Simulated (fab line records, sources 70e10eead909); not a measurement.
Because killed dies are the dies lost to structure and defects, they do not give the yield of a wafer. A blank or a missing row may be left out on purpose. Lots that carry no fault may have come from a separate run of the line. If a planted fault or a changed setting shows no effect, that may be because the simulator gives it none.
A struck lot beside a sound one ; flow nand harc ; 28 steps out of a route of 1302
Sound: the wafers L911.1, L911.2, L911.4. Wafers struck: L916.2, L916.4, L916.6. The cause is named last.
For every step that has rows: the tool of each side, followed by ch and its chambers, followed by its first start. Under that, the readings that differ: sound wafers ; struck wafers ; difference of the means ; sigmas: that difference in standard deviations of wafers without a fault.
alike: a reading whose means differ by less than 2 such deviations, as well as words and numbers matching on both sides. not compared: withheld readings; readings where some wafer has no value; bounds like >300 that might hide an equal value; numbers whose values overlap and for which the record gives no deviation.
The two part at a step that has a row with sigmas, a row that says differs or no value, or rows on one side only. Non-overlapping numbers with no deviation appear without sigmas and do not part them. A reading that every wafer of one side lacks parts them only if that side has two wafers or more.

first, 8 steps without rows for these wafers: NHARC_A_CHANNEL_HOLE_D1_EXPOSE_07 (exposes mask HOLE D1, target cd 100 nm); NHARC_A_CHANNEL_HOLE_D1_PEB_08 (peb time 65 s); NHARC_A_CHANNEL_HOLE_D1_DEVELOP_09 (develop time 35 s); NHARC_A_CHANNEL_HOLE_D1_DESCUM_15 (chemistry O2, time 3 s); NHARC_A_CHANNEL_HOLE_D1_ETCH_38 (etches the open film in CF4, target depth 39 nm, time 65 s); NHARC_A_CHANNEL_HOLE_D1_ETCH_39 (etches the open film in N2/H2, target depth 260 nm, time 325 s); NHARC_A_CHANNEL_HOLE_D1_ETCH_34 (etches the open film in CF4/CHF3, target depth 154 nm, time 77 s); NHARC_A_CHANNEL_HOLE_D1_ETCH_16 (etches the open film in O2/COS, target depth 3100 nm, time 806 s).
NHARC_A_CHANNEL_HOLE_D1_ETCH_19: etches the open film in C4F8/O2/Ar, time 34.5 s.
  sound on har etch-02 ch 0,1, day 8 10:55; struck on har etch-02 ch 0,1, day 10 18:26
  alike: drypump motor current A, he backside leak sccm, showerhead plenum p Torr, throttle valve pct
  not compared: rf hours counter h
then, 16 steps without rows for these wafers: NHARC_A_CHANNEL_HOLE_D1_ETCH_20 (etches the open film in C4F8/O2/Ar, time 361.9 s, target depth 1600 nm); NHARC_A_CHANNEL_HOLE_D1_ETCH_21 (etches the open film in C4F8/O2/Ar, time 514.3 s, target depth 1600 nm); NHARC_A_CHANNEL_HOLE_D1_ETCH_22 (etches the open film in C4F8/O2/Ar, time 666.7 s, target depth 1600 nm); NHARC_A_CHANNEL_HOLE_D1_ETCH_23 (etches the open film in C4F8/O2/Ar, time 819 s, target depth 1600 nm); NHARC_A_CHANNEL_HOLE_D1_ETCH_24 (etches the open film in C4F8/O2/Ar, time 906.2 s, target depth 1500 nm); NHARC_A_CHANNEL_HOLE_D1_ETCH_25 (etches the open film in C4F8/O2/Ar, time 1040.2 s, target depth 1500 nm); NHARC_A_CHANNEL_HOLE_D1_ETCH_26 (etches the open film in C4F8/O2/Ar, time 224.1 s, target depth 300 nm); NHARC_A_CHANNEL_HOLE_D1_ETCH_33 (etches the open film in C4F8/O2/Ar, time 90 s, target depth 400 nm); NHARC_A_CHANNEL_HOLE_D1_STRIP_41 (strips in N2/H2); NHARC_A_CHANNEL_HOLE_D1_STRIP_42 (strips in CF4/CHF3); NHARC_A_CHANNEL_HOLE_D1_STRIP_43 (strips in O2/COS); NHARC_A_CHANNEL_HOLE_D1_ETCH_44 (etches the open film in CF4/O2, target depth 140 nm, overetch 14 nm, time 77 s); NHARC_A_CHANNEL_HOLE_D1_STRIP_27 (strips in O2); NHARC_A_CHANNEL_HOLE_D1_PRECLEAN_28 (cleans in SC1); NHARC_A_CHANNEL_HOLE_D1_SRD_29; NHARC_A_CHANNEL_HOLE_D1_XSEM_31.
NHARC_A_CHANNEL_HOLE_D1_INSPECT_40:
  sound on defect inspect-01, day 8 16:41; struck on defect inspect-01, day 11 00:09
reading;sound;struck;difference;sigmas
raw defect count;77 84 83;716 777 752;+667;+28
then, 1 step without rows for these wafers: NHARC_A_CHANNEL_FILL_D1_PRECLEAN_00 (cleans in SC1).
-- break in the record here, with 15 days between the starts of the struck wafers on either side (left off in module A_CHANNEL_FILL_D1, picked up again in module END, where the first step shown is number 1302 on the route) --
NHARC_END_SORT_01:
  sound on prober-02 ch 0, day 24 03:22; struck on prober-01 ch 0, day 25 20:37
reading;sound;struck;difference;sigmas
killed at array;78 64 72;102 101 112;+34;+2
killed dies;78 66 74;103 104 115;+35;+2
  alike: killed at other, killed at periphery, killed open, killed short

WHERE THEY PART
First at NHARC_A_CHANNEL_HOLE_D1_INSPECT_40; last, within this record, at NHARC_END_SORT_01.

WHY: what the simulator had put in
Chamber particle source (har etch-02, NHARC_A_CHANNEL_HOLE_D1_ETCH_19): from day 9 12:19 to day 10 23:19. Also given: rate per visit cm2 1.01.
